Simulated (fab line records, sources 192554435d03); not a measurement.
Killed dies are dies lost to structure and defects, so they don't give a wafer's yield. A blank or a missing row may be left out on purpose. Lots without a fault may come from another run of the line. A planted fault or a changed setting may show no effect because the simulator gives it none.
Split-lot experiment | flow n5_finfet | 7 lots, 21 wafers read, on a route of 1938 steps

THE SPLIT
At N5_BEOL_M9_COAT_60 (time 60 s, resist thk 30 nm), the setting spin_rpm was moved away from the recipe's 1500 rpm on 6 of the 21 wafers read, by -7.5% to +9.7%. The other wafers ran this setting at the recipe's value.

FROM THE SPLIT TO THE READING: what the file shows between them, 4 steps
- N5_BEOL_M9_COAT_05: resist thk 90 nm
- N5_BEOL_M9_EBR_07
- N5_BEOL_M9_DESCUM_16: chemistry O2, time 7.9 s
- N5_BEOL_M9_ETCH_61: etches SiARC in CF4, target depth 39 nm, time 65 s

THE READING
SiARC_of_BEOL_M9_COAT_60.thk_nm (the simulator's own value, which no gauge read), in nm, at N5_BEOL_M9_ETCH_62 (etches SOC in N2/H2, target depth 110 nm, overetch 22 nm, time 165 s). The file gives no usual value for it. The 15 wafers here that ran the recipe average 23.6 nm, standard deviation 0.17 nm.

wafer  | tool, chamber at the split | spin_rpm as run, rpm | against the recipe | SiARC_of_BEOL_M9_COAT_60.thk_nm, nm | against lot-mates on the recipe
L077.2 | litho_track-01, 0          | 1632                 | +8.8%              | 22                                  | -1.4
L077.3 | litho_track-01, 0          | 1500                 | recipe             | 23.6                                | -
L077.6 | litho_track-01, 0          | 1500                 | recipe             | 23.2                                | -
L081.1 | litho_track-01, 0          | 1500                 | recipe             | 23.6                                | -
L081.4 | litho_track-01, 0          | 1500                 | recipe             | 23.6                                | -
L081.5 | litho_track-01, 0          | 1500                 | recipe             | 23.6                                | -
L082.1 | litho_track-04, 0          | 1388                 | -7.5%              | 24.8                                | +1.6
L082.5 | litho_track-04, 0          | 1500                 | recipe             | 23.2                                | -
L082.6 | litho_track-04, 0          | 1388                 | -7.5%              | 24.4                                | +1.2
L087.1 | litho_track-05, 0          | 1646                 | +9.7%              | 22                                  | -1.5
L087.4 | litho_track-05, 0          | 1500                 | recipe             | 23.4                                | -
L087.5 | litho_track-05, 0          | 1500                 | recipe             | 23.6                                | -
L089.1 | litho_track-04, 0          | 1500                 | recipe             | 23.8                                | -
L089.3 | litho_track-04, 0          | 1500                 | recipe             | 23.6                                | -
L089.5 | litho_track-04, 0          | 1500                 | recipe             | 23.6                                | -
L091.1 | litho_track-01, 0          | 1500                 | recipe             | 23.6                                | -
L091.6 | litho_track-01, 0          | 1500                 | recipe             | 23.6                                | -
L091.2 | litho_track-01, 0          | 1500                 | recipe             | 23.8                                | -
L096.1 | litho_track-05, 0          | 1607                 | +7.1%              | 22.6                                | -1.0
L096.4 | litho_track-05, 0          | 1500                 | recipe             | 23.6                                | -
L096.5 | litho_track-05, 0          | 1607                 | +7.1%              | 22.4                                | -1.2

THE FIT
A straight line over all 21 wafers: SiARC_of_BEOL_M9_COAT_60.thk_nm changes by -0.154 nm for each +1% of spin_rpm; r = -0.97; the points scatter about the line by 0.17 nm.
The same after taking each lot's own level away (the mean of its wafers on the recipe; 21 wafers): -0.166 nm for each +1%; r = -0.98; scatter 0.13 nm.
On that fit, the largest move of spin_rpm shifts the reading by 1.6 nm.
The lots' own levels span 23.20 to 23.67 nm, that is 2.8 times the standard deviation above.
So the lot-to-lot level changes the slope little: the two slopes agree.
Check: with one of the wafers moved furthest among these (+9.7%) left out of the fit, the line predicts -1.62 nm for it against its lot-mates. It came out at -1.5 nm against them.

THE WHOLE CHAIN: every reading that the file lists as answering this split, in the file's order
step               | what it does                                                         | reading                                                                            | change (the file's fit)               | r (the file's)
N5_BEOL_M9_COAT_60 | time 60 s, resist thk 30 nm                                          | SiARC_of_BEOL_M9_COAT_60.thk_nm (the simulator's own value, which no gauge read)   | -0.151 nm for each +1% of the setting | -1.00
N5_BEOL_M9_ETCH_61 | etches SiARC in CF4, target depth 39 nm, time 65 s                   | etch.depth_nm (the simulator's own value, which no gauge read)                     | -0.148 nm for each +1% of the setting | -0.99
N5_BEOL_M9_ETCH_61 | etches SiARC in CF4, target depth 39 nm, time 65 s                   | CAR-ArF_of_BEOL_M9_COAT_05.thk_nm (the simulator's own value, which no gauge read) | +0.12 nm for each +1% of the setting  | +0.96
N5_BEOL_M9_ETCH_62 | etches SOC in N2/H2, target depth 110 nm, overetch 22 nm, time 165 s | SiARC_of_BEOL_M9_COAT_60.thk_nm (the simulator's own value, which no gauge read)   | -0.162 nm for each +1% of the setting | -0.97

THE FILE'S OWN FIT
SiARC_of_BEOL_M9_COAT_60.thk_nm changes by -0.162 nm for each +1% of spin_rpm, r = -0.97.
